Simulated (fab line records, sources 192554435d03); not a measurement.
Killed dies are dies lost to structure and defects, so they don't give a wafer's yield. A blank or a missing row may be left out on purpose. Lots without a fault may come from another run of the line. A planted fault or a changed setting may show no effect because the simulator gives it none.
A struck lot beside a sound one | flow n5_finfet | 36 steps out of a route of 1938
Sound: wafers L824.3, L824.4, L824.6. Struck: wafer L832.3. (L832.2 of the same lot was not struck and is left out.) The cause comes at the end.
At each step with rows: each side's tool, then ch and its chambers, then its first start. Under that, the readings that differ: sound wafers | struck wafers | difference of the means | sigmas: that difference in standard deviations of wafers without a fault.
alike: readings whose means differ by less than 2 such deviations, and words and numbers that are the same on both sides. not compared: withheld readings, readings that some wafer has no value for, bounds like >300 that may hide the same value, and numbers for which the record gives no deviation and whose values overlap.
The two part at a step that has a row with sigmas, a row that says differs or no value, or rows on one side only. Numbers that don't overlap but have no deviation are shown without sigmas and don't part them. A reading that every wafer of one side lacks parts them only if that side has two wafers or more.

first, 9 steps without rows for these wafers: N5_WELL_APT_DESCUM_30 (chemistry O2, time 7.9 s); N5_WELL_APT_IMPLANT_31; N5_WELL_APT_IMPLANT_32; N5_WELL_APT_STRIP_33 (strips in SPM, time 900 s); N5_WELL_APT_RTA_34 (time 10 s); N5_WELL_APT_OXIDE_STRIP_42 (strips SiO2 in dHF, time 45 s, target depth 12 nm); N5_WELL_APT_PRECLEAN_36 (cleans in O3/DIW, time 45 s); N5_WELL_APT_PRECLEAN_39 (cleans in dHF, time 60 s); N5_WELL_APT_SRD_37 (time 30 s).
N5_WELL_APT_EPI_41: deposits Si from SiH4/H2, target thk 50 nm, time 297.7 s.
  sound on epi_rpcvd-03 ch 0, day 2 10:25; struck on epi_rpcvd-03 ch 0, day 4 10:15
  reading                                 | sound             | struck | difference | sigmas
  model.Si_of_WELL_APT_EPI_41.thk_nm (nm) | 50.35 50.55 51.38 | 58.78  | +8.02      |
  alike: throttle_valve_pct
then, 24 steps without rows for these wafers: N5_PMOS_HMC_CHANNEL_EPI_HM_DEP_34 (deposits SiO2 from TEOS/O2, target thk 36 nm, time 6.9 s); N5_PMOS_HMC_CHANNEL_EPI_COAT_31 (time 60 s, resist thk 66 nm); N5_PMOS_HMC_CHANNEL_EPI_COAT_03 (resist thk 205 nm); N5_PMOS_HMC_CHANNEL_EPI_EBR_05; N5_PMOS_HMC_CHANNEL_EPI_SOFTBAKE_04 (time 60 s); N5_PMOS_HMC_CHANNEL_EPI_EXPOSE_06 (exposes mask PMOS HMC BLK, target cd 240 nm); N5_PMOS_HMC_CHANNEL_EPI_PEB_07 (peb time 60 s); N5_PMOS_HMC_CHANNEL_EPI_DEVELOP_08 (develop time 30 s); N5_PMOS_HMC_CHANNEL_EPI_DESCUM_14 (chemistry O2, time 7.9 s); N5_PMOS_HMC_CHANNEL_EPI_ETCH_32 (etches BARC in N2/H2, stops on SiO2, target depth 85.8 nm, time 50.3 s); N5_PMOS_HMC_CHANNEL_EPI_HM_OPEN_15 (chemistry CHF3/O2, target SiO2, target depth 40.6 nm, time 20.3 s); N5_PMOS_HMC_CHANNEL_EPI_STRIP_33 (strips in N2/H2); N5_PMOS_HMC_CHANNEL_EPI_STRIP_17 (strips in SPM, time 750 s); N5_PMOS_HMC_CHANNEL_EPI_ETCH_38 (etches SiO2 in CF4, target depth 1.5 nm); N5_PMOS_HMC_CHANNEL_EPI_FIN_RECESS_16 (chemistry HBr/Cl2, target Si, target depth 54 nm, time 18 s); N5_PMOS_HMC_CHANNEL_EPI_PRECLEAN_36 (cleans in O3/DIW, time 45 s); N5_PMOS_HMC_CHANNEL_EPI_PRECLEAN_18 (cleans in DHF, time 30 s); N5_PMOS_HMC_CHANNEL_EPI_SRD_19 (time 30 s); N5_PMOS_HMC_CHANNEL_EPI_EPI_20 (deposits SiGe30, target thk 59 nm); N5_PMOS_HMC_CHANNEL_EPI_HM_STRIP_35 (strips SiO2 in dHF, material SiO2, target depth 39.6 nm, time 216 s); N5_PMOS_HMC_CHANNEL_EPI_SRD_39 (time 30 s); N5_PMOS_HMC_CHANNEL_EPI_CMP_21 (polishes SiGe30, target thk 54 nm); N5_PMOS_HMC_CHANNEL_EPI_PRECLEAN_40 (cleans in DHF, time 30 s); N5_PMOS_HMC_CHANNEL_EPI_PRECLEAN_37 (cleans in O3/DIW, time 45 s).
N5_SD_EPI_N_STRIP_18: strips in SPM, time 750 s.
  sound on wet_bench-05 ch 0,3,7, day 3 19:29; struck on wet_bench-05 ch 0, day 5 22:16
  reading                                 | sound       | struck | difference | sigmas
  model.Si_of_WELL_APT_EPI_41.thk_nm (nm) | 8.2 7.8 8.4 | 16.4   | +8.3       |
-- the record jumps here: 5 days lie between the struck wafers' starts before and after (it left off in module SD_EPI_N and takes up again in module BEOL_M4, whose first step shown is number 1111 of the route) --
N5_BEOL_M4_RC_MEAS_101:
  sound on prober-02 ch 0, day 8 13:30; struck on prober-02 ch 0, day 10 21:05
  reading           | sound             | struck | difference | sigmas
  CJ_N              | 4.31 4.35 4.39    | 3.24   | -1.11      | -14
  CJ_P              | 5.81 5.93 5.67    | 4.60   | -1.20      | -9
  DIBL_N (mV/V)     | 34.6 36.9 34.4    | 39.3   | +4.0       | +3
  IOFF_N (nA/um)    | 0.165 0.190 0.150 | 0.279  | +0.111     | +4
  RS_NWELL (ohm/sq) | 1033 1024 1030    | 1010   | -19        | -3
  RS_PWELL (ohm/sq) | 3005 3006 2996    | 2848   | -154       | -7
  VT_N (mV)         | 250 249 251       | 242    | -8         | -2
  VT_P (mV)         | -252 -251 -254    | -245   | +7         | +2
  alike: DIBL_P, IOFF_P, ION_N, ION_P, SS_N, SS_P

WHERE THEY PART
Only at N5_BEOL_M4_RC_MEAS_101, within this record.

WHY: what the simulator had put in
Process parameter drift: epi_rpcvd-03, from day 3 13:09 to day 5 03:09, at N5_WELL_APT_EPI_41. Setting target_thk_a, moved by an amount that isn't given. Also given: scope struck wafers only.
